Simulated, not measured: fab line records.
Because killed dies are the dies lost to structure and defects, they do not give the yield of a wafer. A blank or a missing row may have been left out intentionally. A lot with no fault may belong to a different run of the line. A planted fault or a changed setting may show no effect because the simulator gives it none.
Which tool was responsible? / flow n5_finfet / Sampling: 11 lots, 33 wafers, 5 of 1938 route steps

== WHAT THE GAUGES SHOWED, per wafer ==
N5_BEOL_M4_RC_MEAS_101. Usual: DIBL_N 36.5 mV/V, standard deviation 1.4; DIBL_P 36.6 mV/V, standard deviation 1.9; IOFF_N 0.167 nA/um, standard deviation 0.029; IOFF_P 0.21 nA/um, standard deviation 0.033; ION_N 674 uA/um, standard deviation 12; ION_P 460 uA/um, standard deviation 8.9; SS_N 71.6 mV/dec, standard deviation 0.57; SS_P 73.4 mV/dec, standard deviation 0.61; VT_N 249 mV, standard deviation 3.3; VT_P -250 mV, standard deviation 3.3.
lot=L658; measured=day 7 20:03; on=prober-01; DIBL_N (mV/V)=34.9 34.5 37.4; DIBL_P (mV/V)=35.9 35.7 37.8; IOFF_N (nA/um)=0.152 0.133 0.186; IOFF_P (nA/um)=0.17 0.18 0.20; ION_N (uA/um)=682 660 670; ION_P (uA/um)=454 449 453; SS_N (mV/dec)=71.5 71.4 72.5; SS_P (mV/dec)=73.3 73.7 73.2; VT_N (mV)=250 251 244; VT_P (mV)=-254 -253 -253; flag=
lot=L657; measured=day 8 10:10; on=prober-01; DIBL_N (mV/V)=33.5 36.6 33.2; DIBL_P (mV/V)=31.3 35.8 31.9; IOFF_N (nA/um)=0.126 0.180 0.119; IOFF_P (nA/um)=0.18 0.25 0.18; ION_N (uA/um)=677 694 671; ION_P (uA/um)=470 480 460; SS_N (mV/dec)=70.3 71.8 70.9; SS_P (mV/dec)=72.9 73.1 72.5; VT_N (mV)=250 245 252; VT_P (mV)=-249 -247 -250; flag=
lot=L659; measured=day 8 10:22; on=prober-02; DIBL_N (mV/V)=36.0 34.5 38.5; DIBL_P (mV/V)=36.0 33.9 39.2; IOFF_N (nA/um)=0.160 0.134 0.214; IOFF_P (nA/um)=0.20 0.18 0.26; ION_N (uA/um)=664 657 674; ION_P (uA/um)=454 450 459; SS_N (mV/dec)=71.5 71.3 72.6; SS_P (mV/dec)=73.9 73.7 74.7; VT_N (mV)=250 252 244; VT_P (mV)=-252 -256 -247; flag=
lot=L660; measured=day 8 13:14; on=prober-02; DIBL_N (mV/V)=36.0 34.5 36.4; DIBL_P (mV/V)=37.2 34.3 36.9; IOFF_N (nA/um)=0.162 0.130 0.145; IOFF_P (nA/um)=0.23 0.19 0.22; ION_N (uA/um)=693 667 659; ION_P (uA/um)=478 460 457; SS_N (mV/dec)=71.3 71.4 72.1; SS_P (mV/dec)=72.9 72.8 73.6; VT_N (mV)=252 253 252; VT_P (mV)=-252 -250 -250; flag=
lot=L661; measured=day 9 03:16; on=prober-02; DIBL_N (mV/V)=36.6 35.1 37.3; DIBL_P (mV/V)=35.3 33.9 36.3; IOFF_N (nA/um)=0.158 0.135 0.173; IOFF_P (nA/um)=0.23 0.21 0.25; ION_N (uA/um)=678 662 677; ION_P (uA/um)=467 462 470; SS_N (mV/dec)=71.5 70.4 71.1; SS_P (mV/dec)=73.4 73.0 73.6; VT_N (mV)=250 252 250; VT_P (mV)=-248 -248 -244; flag=
lot=L663; measured=day 9 12:04; on=prober-01; DIBL_N (mV/V)=37.1 35.5 35.7; DIBL_P (mV/V)=38.5 35.8 36.4; IOFF_N (nA/um)=0.212 0.180 0.170; IOFF_P (nA/um)=0.25 0.21 0.21; ION_N (uA/um)=682 694 678; ION_P (uA/um)=468 470 462; SS_N (mV/dec)=72.3 72.4 72.6; SS_P (mV/dec)=73.9 72.8 73.1; VT_N (mV)=246 246 248; VT_P (mV)=-248 -249 -249; flag=
lot=L667; measured=day 10 10:15; on=prober-02; DIBL_N (mV/V)=37.5 35.7 35.2; DIBL_P (mV/V)=40.1 38.1 36.2; IOFF_N (nA/um)=0.170 0.151 0.130; IOFF_P (nA/um)=0.22 0.20 0.16; ION_N (uA/um)=682 666 657; ION_P (uA/um)=463 461 447; SS_N (mV/dec)=71.9 72.4 71.7; SS_P (mV/dec)=73.5 73.6 73.6; VT_N (mV)=251 250 251; VT_P (mV)=-251 -252 -257; flag=
lot=L668; measured=day 10 17:23; on=prober-01; DIBL_N (mV/V)=37.6 36.9 36.2; DIBL_P (mV/V)=37.8 38.0 36.3; IOFF_N (nA/um)=0.174 0.172 0.153; IOFF_P (nA/um)=0.24 0.26 0.22; ION_N (uA/um)=669 694 684; ION_P (uA/um)=461 477 468; SS_N (mV/dec)=71.9 71.3 71.9; SS_P (mV/dec)=73.7 73.5 73.2; VT_N (mV)=250 248 249; VT_P (mV)=-250 -247 -247; flag=
lot=L670; measured=day 11 21:37; on=prober-02; DIBL_N (mV/V)=36.3 36.7 35.4; DIBL_P (mV/V)=35.4 35.9 33.3; IOFF_N (nA/um)=0.172 0.179 0.136; IOFF_P (nA/um)=0.21 0.22 0.17; ION_N (uA/um)=667 674 656; ION_P (uA/um)=456 460 450; SS_N (mV/dec)=71.7 71.3 71.5; SS_P (mV/dec)=74.1 74.2 72.9; VT_N (mV)=248 249 255; VT_P (mV)=-250 -250 -254; flag=
lot=L672; measured=day 12 01:44; on=prober-01; DIBL_N (mV/V)=37.8 36.9 35.8; DIBL_P (mV/V)=38.8 37.7 36.3; IOFF_N (nA/um)=0.196 0.180 0.148; IOFF_P (nA/um)=0.22 0.21 0.19; ION_N (uA/um)=677 685 670; ION_P (uA/um)=460 464 461; SS_N (mV/dec)=71.7 71.3 71.3; SS_P (mV/dec)=73.6 73.5 73.9; VT_N (mV)=245 247 249; VT_P (mV)=-248 -250 -252; flag=
lot=L680; measured=day 13 20:43; on=prober-01; DIBL_N (mV/V)=35.2 35.4 36.6; DIBL_P (mV/V)=34.8 35.0 36.5; IOFF_N (nA/um)=0.133 0.141 0.165; IOFF_P (nA/um)=0.19 0.20 0.21; ION_N (uA/um)=649 670 663; ION_P (uA/um)=452 462 447; SS_N (mV/dec)=72.1 71.4 72.4; SS_P (mV/dec)=72.1 72.8 71.9; VT_N (mV)=252 250 249; VT_P (mV)=-252 -251 -251; flag=

== EACH LOT AND THE TOOL THAT RAN IT (in order: tool; ch and the chambers of the sampled wafers; start) ==
lot=L658; N5_BEOL_M1_ANNEAL_51=rtp_anneal-02 ch 0, day 6 09:20; N5_BEOL_M1_DEP_57=pecvd-03 ch 1,2, day 6 10:06; N5_BEOL_M2_HM_DEP_02=pvd_sputter-01, day 6 11:12; N5_BEOL_M2_COAT_05=litho_track-04 ch 0, day 6 11:20
lot=L657; N5_BEOL_M1_ANNEAL_51=rtp_anneal-02 ch 0, day 6 10:35; N5_BEOL_M1_DEP_57=pecvd-01 ch 0,1, day 6 11:20; N5_BEOL_M2_HM_DEP_02=pvd_sputter-02, day 6 12:13; N5_BEOL_M2_COAT_05=litho_track-02 ch 0, day 6 12:21
lot=L659; N5_BEOL_M1_ANNEAL_51=rtp_anneal-01 ch 0, day 6 17:15; N5_BEOL_M1_DEP_57=pecvd-01 ch 1,2, day 6 18:02; N5_BEOL_M2_HM_DEP_02=pvd_sputter-03, day 6 18:42; N5_BEOL_M2_COAT_05=litho_track-02 ch 0, day 6 18:50
lot=L660; N5_BEOL_M1_ANNEAL_51=rtp_anneal-02 ch 0, day 7 00:35; N5_BEOL_M1_DEP_57=pecvd-03 ch 0,1,2, day 7 01:23; N5_BEOL_M2_HM_DEP_02=pvd_sputter-02, day 7 02:23; N5_BEOL_M2_COAT_05=litho_track-01 ch 0, day 7 02:31
lot=L661; N5_BEOL_M1_ANNEAL_51=rtp_anneal-01 ch 0, day 7 08:44; N5_BEOL_M1_DEP_57=pecvd-03 ch 0,1, day 7 09:31; N5_BEOL_M2_HM_DEP_02=pvd_sputter-02, day 7 10:22; N5_BEOL_M2_COAT_05=litho_track-02 ch 0, day 7 10:30
lot=L663; N5_BEOL_M1_ANNEAL_51=rtp_anneal-02 ch 0, day 7 18:10; N5_BEOL_M1_DEP_57=pecvd-03 ch 0,2, day 7 18:55; N5_BEOL_M2_HM_DEP_02=pvd_sputter-01, day 7 19:53; N5_BEOL_M2_COAT_05=litho_track-02 ch 0, day 7 20:01
lot=L667; N5_BEOL_M1_ANNEAL_51=rtp_anneal-01 ch 0, day 9 04:13; N5_BEOL_M1_DEP_57=pecvd-03 ch 0,1, day 9 05:00; N5_BEOL_M2_HM_DEP_02=pvd_sputter-02, day 9 06:19; N5_BEOL_M2_COAT_05=litho_track-04 ch 0, day 9 06:26
lot=L668; N5_BEOL_M1_ANNEAL_51=rtp_anneal-01 ch 0, day 9 14:06; N5_BEOL_M1_DEP_57=pecvd-04 ch 0,1,2, day 9 15:31; N5_BEOL_M2_HM_DEP_02=pvd_sputter-03, day 9 17:10; N5_BEOL_M2_COAT_05=litho_track-04 ch 0, day 9 17:18
lot=L670; N5_BEOL_M1_ANNEAL_51=rtp_anneal-02 ch 0, day 10 12:55; N5_BEOL_M1_DEP_57=pecvd-04 ch 0,1,2, day 10 13:44; N5_BEOL_M2_HM_DEP_02=pvd_sputter-01, day 10 14:04; N5_BEOL_M2_COAT_05=litho_track-04 ch 0, day 10 14:11
lot=L672; N5_BEOL_M1_ANNEAL_51=rtp_anneal-01 ch 0, day 10 19:11; N5_BEOL_M1_DEP_57=pecvd-03 ch 1, day 10 19:59; N5_BEOL_M2_HM_DEP_02=pvd_sputter-03, day 10 21:05; N5_BEOL_M2_COAT_05=litho_track-04 ch 0, day 10 21:14
lot=L680; N5_BEOL_M1_ANNEAL_51=rtp_anneal-01 ch 0, day 12 08:29; N5_BEOL_M1_DEP_57=pecvd-01 ch 0,1,2, day 12 09:25; N5_BEOL_M2_HM_DEP_02=pvd_sputter-03, day 12 10:02; N5_BEOL_M2_COAT_05=litho_track-01 ch 0, day 12 10:10
- N5_BEOL_M1_ANNEAL_51: time 90 s.
- N5_BEOL_M1_DEP_57: deposits SiCN from 3MS/NH3, target thk 8 nm, time 14 s.
- N5_BEOL_M2_HM_DEP_02: deposits TiN, target thk 20 nm.
- N5_BEOL_M2_COAT_05: resist thk 30 nm.

== AS READ BY THE TOOLS THEMSELVES (means over the sampled wafers that have a number; for cases with no such wafer, the mark the record gives instead) ==
N5_BEOL_M1_ANNEAL_51. Usual: wafer_temp_C_max at 226.2, with a standard deviation of 0.35.
lot=L658 tool=rtp_anneal-02 wafer_temp_C_max=226.7 flag=
lot=L657 tool=rtp_anneal-02 wafer_temp_C_max=226.2 flag=
lot=L659 tool=rtp_anneal-01 wafer_temp_C_max=226.0 flag=
lot=L660 tool=rtp_anneal-02 wafer_temp_C_max=226.3 flag=
lot=L661 tool=rtp_anneal-01 wafer_temp_C_max=225.9 flag=
lot=L663 tool=rtp_anneal-02 wafer_temp_C_max=226.2 flag=
lot=L667 tool=rtp_anneal-01 wafer_temp_C_max=225.9 flag=
lot=L668 tool=rtp_anneal-01 wafer_temp_C_max=226.2 flag=
lot=L670 tool=rtp_anneal-02 wafer_temp_C_max=226.4 flag=
lot=L672 tool=rtp_anneal-01 wafer_temp_C_max=226.2 flag=
lot=L680 tool=rtp_anneal-01 wafer_temp_C_max=226.3 flag=

N5_BEOL_M1_DEP_57. Usual: showerhead_plenum_p_Torr 3.673 Torr, standard deviation 0.016; throttle_valve_pct 9.1 %, standard deviation 0.37.
lot=L658; tool=pecvd-03; showerhead_plenum_p_Torr (Torr)=3.680; throttle_valve_pct (%)=9.0; flag=
lot=L657; tool=pecvd-01; showerhead_plenum_p_Torr (Torr)=3.661; throttle_valve_pct (%)=9.0; flag=
lot=L659; tool=pecvd-01; showerhead_plenum_p_Torr (Torr)=3.675; throttle_valve_pct (%)=9.7; flag=
lot=L660; tool=pecvd-03; showerhead_plenum_p_Torr (Torr)=3.682; throttle_valve_pct (%)=8.8; flag=
lot=L661; tool=pecvd-03; showerhead_plenum_p_Torr (Torr)=3.678; throttle_valve_pct (%)=9.1; flag=
lot=L663; tool=pecvd-03; showerhead_plenum_p_Torr (Torr)=3.690; throttle_valve_pct (%)=8.7; flag=
lot=L667; tool=pecvd-03; showerhead_plenum_p_Torr (Torr)=3.683; throttle_valve_pct (%)=9.1; flag=
lot=L668; tool=pecvd-04; showerhead_plenum_p_Torr (Torr)=3.655; throttle_valve_pct (%)=9.1; flag=
lot=L670; tool=pecvd-04; showerhead_plenum_p_Torr (Torr)=3.654; throttle_valve_pct (%)=9.1; flag=
lot=L672; tool=pecvd-03; showerhead_plenum_p_Torr (Torr)=3.672; throttle_valve_pct (%)=9.5; flag=
lot=L680; tool=pecvd-01; showerhead_plenum_p_Torr (Torr)=3.670; throttle_valve_pct (%)=9.1; flag=

N5_BEOL_M2_HM_DEP_02. Usual: throttle_valve_pct at 30.1 %, with a standard deviation of 1.2.
lot=L658; tool=pvd_sputter-01; throttle_valve_pct (%)=30.1; flag=
lot=L657; tool=pvd_sputter-02; throttle_valve_pct (%)=29.3; flag=
lot=L659; tool=pvd_sputter-03; throttle_valve_pct (%)=30.8; flag=
lot=L660; tool=pvd_sputter-02; throttle_valve_pct (%)=29.3; flag=
lot=L661; tool=pvd_sputter-02; throttle_valve_pct (%)=29.8; flag=
lot=L663; tool=pvd_sputter-01; throttle_valve_pct (%)=30.8; flag=
lot=L667; tool=pvd_sputter-02; throttle_valve_pct (%)=29.7; flag=
lot=L668; tool=pvd_sputter-03; throttle_valve_pct (%)=29.6; flag=
lot=L670; tool=pvd_sputter-01; throttle_valve_pct (%)=30.5; flag=
lot=L672; tool=pvd_sputter-03; throttle_valve_pct (%)=30.0; flag=
lot=L680; tool=pvd_sputter-03; throttle_valve_pct (%)=29.9; flag=

N5_BEOL_M2_COAT_05. Usual: spin_speed_rpm at 1500.3 rpm, with a standard deviation of 0.91.
lot=L658; tool=litho_track-04; spin_speed_rpm (rpm)=1500.8; flag=
lot=L657; tool=litho_track-02; spin_speed_rpm (rpm)=1499.7; flag=
lot=L659; tool=litho_track-02; spin_speed_rpm (rpm)=1501.3; flag=
lot=L660; tool=litho_track-01; spin_speed_rpm (rpm)=1500.2; flag=
lot=L661; tool=litho_track-02; spin_speed_rpm (rpm)=1499.1; flag=
lot=L663; tool=litho_track-02; spin_speed_rpm (rpm)=1501.0; flag=
lot=L667; tool=litho_track-04; spin_speed_rpm (rpm)=1500.2; flag=
lot=L668; tool=litho_track-04; spin_speed_rpm (rpm)=1402.8; flag=OFF
lot=L670; tool=litho_track-04; spin_speed_rpm (rpm)=1402.6; flag=OFF
lot=L672; tool=litho_track-04; spin_speed_rpm (rpm)=1403.0; flag=OFF
lot=L680; tool=litho_track-01; spin_speed_rpm (rpm)=1498.8; flag=

== THE ANSWER, worked out from the rows above alone ==
Rule: take the mean of a lot's wafers that have a number; if it is more than 3 standard deviations from the usual mean, the lot is off. Also off: a lot with no number at a reading for which 4 or more lots have one. The other lots that the step has rows for count as sound. First the gauges in route order, then the tools' own readings, where a lot's mean is used as printed above. The first step at which some lot is off is used, and at that step the reading that is off furthest; a lot without a number counts as furthest.
Off: L668, L670, L672 (N5_BEOL_M2_COAT_05, spin_speed_rpm).
A tool fits if, at that step or a process step before it, it ran every lot that is off, and no sound lot after the first of them. One candidate fits, namely litho_track-04 at N5_BEOL_M2_COAT_05. Its last sound lot is L667 (day 9 06:26), its first lot that is off L668 (day 9 17:18): a fault that began between those two fits.
The tool's own readings at N5_BEOL_M2_COAT_05 bear it out: on the lots that are off they differ by more than 5 times the standard deviation of the sound lots' means. spin_speed_rpm reads 1402.8 rpm there against 1500.1 rpm on the sound lots.

== WHAT THE SIMULATOR HAD PUT IN ==
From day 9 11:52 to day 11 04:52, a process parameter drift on litho_track-04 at N5_BEOL_M2_COAT_05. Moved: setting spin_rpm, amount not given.
Lots struck among those shown: L668, L670, L672. The rule above reached the same finding.
